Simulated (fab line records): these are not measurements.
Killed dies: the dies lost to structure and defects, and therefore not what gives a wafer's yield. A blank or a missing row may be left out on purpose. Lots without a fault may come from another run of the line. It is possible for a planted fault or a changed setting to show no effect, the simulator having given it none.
fab line records    flow n5_finfet
record: lots: 7  wafers: 21
route steps=1938 shown BEOL_M15@1808 TV_LITHO@1879 TV_OPEN@1890 PASSIVATION@1916
start_h: the number of hours between the record's first day and the start of the first shown wafer of the lot    wait_h: time in hours since the lot's previous step    " the same as in the row above    L1.1+2: a row that stands for several wafers    - either no value or no given start    * or withheld: withheld    < > ~ a bound
route shown NAME@n: names a module that has steps shown in the file, with the first one's number in the route    usual: the fault-free wafers' mean and standard deviation    same: alike in all rows    chamber/n: place in a boat    sites: per-site readings    _std_site: their standard deviation    _edge_site: inner sites' mean taken away from outer sites' mean    radius_mm: for every site, how far away it sits from the centre of the wafer    mask NAME#n: copy n    behind: the last tool/chamber to shape the wafer    hold: the reason the lot was held/the length of the hold in hours/how it ended    device: the n, p or np transistor that did not switch    end of line: the route-end tests of the same wafers    for a step that has no rows: nothing shown but its recipe    killed: count of dies lost to structure and defects at first sort (not the wafer's yield)    map: the dies of a wafer, with x for killed, . for not killed, _ for no die there
set.NAME: setting as actually run; set.NAME@STEP: the setting as run at that earlier step    model.NAME: the simulator's own value behind a step, which no gauge read
lots where settings were altered on purpose, with a table for each step and a row for each wafer
== steps ==
step: N5_BEOL_M15_ETCH_61
recipe: chemistry: N2/H2  target: BARC  target_depth_a: 890  overetch_a: 267  time_s: 67.9  ion_energy_ev: 200  pressure_mtorr: 30  source_w: 840  bias_w: 150  n2_flow_sccm: 200  h2_flow_sccm: 200
lot.wafer  tool         chamber  start_h  wait_h  set.time_s  set.dose_mj@BEOL_M15_EXPOSE_25  model.coat_of_BEOL_M15_COAT_22.thk_nm  model.BEOL_M15.cd_nm
L083.1     rie_diel-05  0        326.75   0.0     67.9        37.55                           722.2                                  409.6
L083.3     "            3        "        "       67.9        37.55                           715                                    407
L083.5     "            3        "        "       67.9        37.55                           717.6                                  407.6
L080.2     rie_diel-01  1        334.68   0.0     74.61       37.69                           714.4                                  415
L080.4     "            0        "        "       67.9        35.5                            717.8                                  403.6
L080.5     "            1        "        "       74.61       37.69                           713.4                                  415.2
L079.1     rie_diel-06  0        345.11   0.0     67.9        35.5                            719                                    404.2
L079.3     "            2        "        "       54.84       35.5                            730.2                                  399
L079.4     "            0        "        "       54.84       35.5                            731.8                                  400.4
L082.1     rie_diel-06  2        352.30   0.0     67.9        35.5                            717.4                                  399
L082.5     "            3        "        "       67.9        33.26                           721.4                                  390.8
L082.6     "            2        "        "       67.9        35.5                            718.4                                  398.6
L094.3     rie_diel-01  1        411.50   0.0     67.9        34.55                           716.6                                  398.4
L094.4     "            0        "        "       67.9        35.5                            715.8                                  402.4
L094.6     "            0        "        "       55.8        34.55                           726                                    396
L092.2     rie_diel-01  0        411.75   0.0     54.16       37.94                           731.6                                  409.4
L092.4     "            2        "        "       54.16       35.5                            728.4                                  398.2
L092.5     "            0        "        "       67.9        37.94                           717.8                                  411.6
L096.1     rie_diel-01  3        436.25   0.0     67.9        35.5                            717.4                                  401.6
L096.4     "            0        "        "       67.9        35.5                            716.6                                  406.6
L096.6     "            2        "        "       67.9        35.5                            716.2                                  401.6
step: N5_PASSIVATION_EXPOSE_07
recipe: mask_id: TV  na: 0.55  source_shape: conventional  sigma_outer: 0.8  polarization: unpolarized  defocus_nm: 0  target_cd_nm: 3000  dose_mj: 22.75
lot.wafer   tool            chamber  start_h  wait_h  mask  set.dose_mj
L083.1+3+5  krf_scanner-02  0        339.21   -       TV#0  22.75
L080.2+4    krf_scanner-02  0        346.98   -       TV#0  22.75
L080.5      "               0        "        "       TV#0  22.28
L079.1+3    krf_scanner-01  0        355.90   -       TV#0  22.75
L079.4      "               0        "        "       TV#0  24.27
L082.1+5    krf_scanner-02  0        365.11   -       TV#0  21.99
L082.6      "               0        "        "       TV#0  22.75
L094.3      krf_scanner-01  0        421.52   -       TV#0  21.38
L094.4+6    "               0        "        "       TV#0  22.75
L092.2+4    krf_scanner-02  0        424.81   -       TV#0  24.21
L092.5      "               0        "        "       TV#0  22.75
L096.1+4+6  krf_scanner-02  0        454.09   -       TV#0  22.75
step: N5_PASSIVATION_PEB_08
recipe: peb_temp_c: withheld  peb_time_s: *
step: N5_PASSIVATION_DEVELOP_09
recipe: develop_time_s: 60  rinse_liquid: diw  dry: air_spin  dev_temp_c: 21
step: N5_PASSIVATION_HARDBAKE_11
recipe: temp_c: 130  time_s: 120
step: N5_PASSIVATION_CD_MEAS_10
recipe: target_cd_nm: 3000  landing_energy_ev: 500  detector: se_inlens
usual: cd_nm: 3001.2/2.6
lot.wafer  tool       chamber  start_h  wait_h  set.dose_mj@PASSIVATION_EXPOSE_07  cd_nm
L083.1     cd_sem-01  0        339.39   -       22.75                              3001.8
L083.3     "          0        "        "       22.75                              3000.1
L083.5     "          0        "        "       22.75                              2999.2
L080.2     cd_sem-01  0        347.15   -       22.75                              3001.4
L080.4     "          0        "        "       22.75                              3004.8
L080.5     "          0        "        "       22.28                              3001.5
L079.1     cd_sem-03  0        356.08   -       22.75                              3003.6
L079.3     "          0        "        "       22.75                              2998.0
L079.4     "          0        "        "       24.27                              3009.0
L082.1     cd_sem-01  0        365.29   -       21.99                              2994.7
L082.5     "          0        "        "       21.99                              2993.4
L082.6     "          0        "        "       22.75                              3000.6
L094.3     cd_sem-02  0        421.70   -       21.38                              2986.1
L094.4     "          0        "        "       22.75                              2997.0
L094.6     "          0        "        "       22.75                              3000.3
L092.2     cd_sem-03  0        424.99   -       24.21                              3008.4
L092.4     "          0        "        "       24.21                              3011.7
L092.5     "          0        "        "       22.75                              3000.6
L096.1     cd_sem-03  0        454.27   -       22.75                              3002.4
L096.4     "          0        "        "       22.75                              3003.3
L096.6     "          0        "        "       22.75                              2997.2
step: N5_PASSIVATION_ETCH_15
recipe: chemistry: CF4/N2  target: SiCN  target_depth_a: 750  taper_deg: 2  time_s: 81.2  ion_energy_ev: 150  mask_material: SiNx  pressure_mtorr: 40  source_w: 430  bias_w: 70  Ar_flow_sccm: 100  cf4_flow_sccm: 60  n2_flow_sccm: 60
usual: rf_vpp_V: 382.1/2.1
lot.wafer  tool         chamber  start_h  wait_h  set.bias_w  rf_vpp_V
L083.1     rie_diel-05  1        -        -       74.45       395.6
L083.3     "            2        "        "       70          381.3
L083.5     "            1        "        "       74.45       395.9
L080.2     rie_diel-05  0        -        -       70          381.8
L080.4     "            0        "        "       70          382.4
L080.5     "            3        "        "       70          379.0
L079.1     rie_diel-01  0        -        -       70          382.7
L079.3     "            3        "        "       61.19       352.5
L079.4     "            3        "        "       70          383.2
L082.1     rie_diel-05  0        -        -       61.37       351.5
L082.5     "            3        "        "       61.37       350.8
L082.6     "            2        "        "       61.37       352.2
L094.3     rie_diel-06  2        -        -       70          380.9
L094.4     "            1        "        "       58.58       345.5
L094.6     "            3        "        "       70          384.2
L092.2     rie_diel-05  2        -        -       70          380.6
L092.4     "            1        "        "       70          378.0
L092.5     "            3        "        "       70          382.0
L096.1     rie_diel-05  1        -        -       70          386.4
L096.4     "            2        "        "       70          380.3
L096.6     "            2        "        "       70          379.3
step: N5_PASSIVATION_PECVD_35
recipe: material: SiNx  target_thk_a: 7000  temp_c: 400  precursor: SiH4/NH3/N2  pressure_torr: 4.9  rf_w: 1406  time_s: 151.3
lot.wafer  tool      chamber  start_h  wait_h  set.time_s  model.SiNx_of_PASSIVATION_PECVD_35.thk_nm
L083.1     pecvd-02  1        344.24   0.1     139.8       654
L083.3     "         0        "        "       151.3       710.4
L083.5     "         0        "        "       151.3       718.2
L080.2     pecvd-02  2        350.34   0.1     151.3       702.2
L080.4     "         0        "        "       151.3       713.6
L080.5     "         1        "        "       151.3       711.2
L079.1     pecvd-03  1        359.64   0.1     157.4       715
L079.3     "         2        "        "       151.3       692
L079.4     "         2        "        "       151.3       702.4
L082.1     pecvd-01  2        368.24   0.1     151.3       694.8
L082.5     "         1        "        "       151.3       712
L082.6     "         2        "        "       151.3       707.4
L094.3     pecvd-03  0        424.71   0.1     151.3       700
L094.4     "         2        "        "       143.5       681
L094.6     "         0        "        "       143.5       676.2
L092.2     pecvd-02  1        428.01   0.1     151.3       693.2
L092.4     "         2        "        "       140         651.2
L092.5     "         1        "        "       140         646.8
L096.1     pecvd-02  2        457.50   0.1     151.3       688.4
L096.4     "         0        "        "       151.3       697.8
L096.6     "         1        "        "       151.3       707.4
== key ==
split: step: N5_BEOL_M15_ETCH_61  setting: time_s  stated: 67.9  by: wafer
response: step: N5_BEOL_M15_ETCH_61  reading: model.coat_of_BEOL_M15_COAT_22.thk_nm  change: -0.578  per: 1%  r: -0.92
split: step: N5_PASSIVATION_EXPOSE_07  setting: dose_mj  stated: 22.75  by: wafer
response: step: N5_PASSIVATION_CD_MEAS_10  reading: cd_nm  change: +1.57  per: 1%  r: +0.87
split: step: N5_PASSIVATION_ETCH_15  setting: bias_w  stated: 70  by: wafer
response: step: N5_PASSIVATION_ETCH_15  reading: rf_vpp_V  change: +2.32  per: 1%  r: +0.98
split: step: N5_PASSIVATION_PECVD_35  setting: time_s  stated: 151.3  by: wafer
response: step: N5_PASSIVATION_PECVD_35  reading: model.SiNx_of_PASSIVATION_PECVD_35.thk_nm  change: +6.21  per: 1%  r: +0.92
split outside_this_file step=N5_BEOL_M15_EXPOSE_25 setting=dose_mj
split outside_this_file: this setting was split too, and the file shows its column; the key of that split is in another file
